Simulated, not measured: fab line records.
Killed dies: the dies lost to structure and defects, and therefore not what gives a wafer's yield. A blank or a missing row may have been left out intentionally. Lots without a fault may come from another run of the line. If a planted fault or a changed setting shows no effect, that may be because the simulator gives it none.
Chamber matching ; flow nandHarc ; NHARC_A_CONTACT_CMP_20 on cmp-02 has 4 sister chambers
The step polishes, t overpolish 30 s, target thk 300 nm. 14 wafers are shown with their chamber, then 7 later ones without.

## EACH WAFER AND ITS CHAMBER
wafer;chamber;motorCurrentA (A);timeToEndpointS (s);slurryFlowMlMin
L501.3;0;12.1;63;150.3
L501.4;2;10.7;62;150.6
L501.5;1;12.1;68;150.1
L504.1;1;12.6;69;150.6
L504.3;3;11.0;65;150.3
L504.5;0;11.9;63;150.1
L508.3;2;10.8;59;150.3
L508.5;1;11.9;65;149.5
L508.6;0;11.4;61;149.7
L507.4;3;10.6;59;150.1
L507.5;1;12.2;63;150.2
L507.6;0;11.9;57;150.1
L520.1;0;11.0;65;150.1
L520.4;2;11.0;61;150.7

SIGNATURES (averages over the wafers above)
reading;chamber 0;chamber 1;chamber 2;chamber 3;scatter within a chamber
motorCurrentA;11.660;12.200;10.833;10.800;0.346
timeToEndpointS;61.80;66.25;60.67;62.00;2.87
slurryFlowMlMin;150.060;150.100;150.533;150.200;0.303
Rule: a wafer lies at a distance from a chamber equal to the root of the sum of squares, over the readings, of (its reading less the chamber's mean, divided by the reading's scatter). The wafer belongs to the nearest chamber; if the next one is less than 2 further off, it can't be placed. The scatter: the root of (the sum of the squares of (reading less its chamber's mean) over the shown wafers, divided by (wafers less chambers)).

## WAFERS MISSING THEIR CHAMBER
wafer;motorCurrentA (A);timeToEndpointS (s);slurryFlowMlMin
L520.6;10.8;60;149.7
L521.1;11.2;64;150.4
L521.2;10.0;60;149.8
L521.4;12.2;67;150.5
L522.3;11.7;72;150.1
L522.5;11.2;68;149.8
L522.6;10.9;64;150.2

## CHAMBER TAKEN BY EACH
wafer;from the rows above;in truth
L520.6;can't be placed: 3 or 2 or 0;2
L521.1;can't be placed: 3 or 2 or 0 or 1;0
L521.2;can't be placed: 3 or 2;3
L521.4;can't be placed: 1 or 0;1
L522.3;can't be placed: 1 or 0 or 3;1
L522.5;can't be placed: 0 or 3 or 1 or 2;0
L522.6;can't be placed: 3 or 2 or 0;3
Correct placement for 0 of the 7. From these rows, 7 cannot be placed; in 7 the true chamber is one of the candidates. 0 placed wrongly.
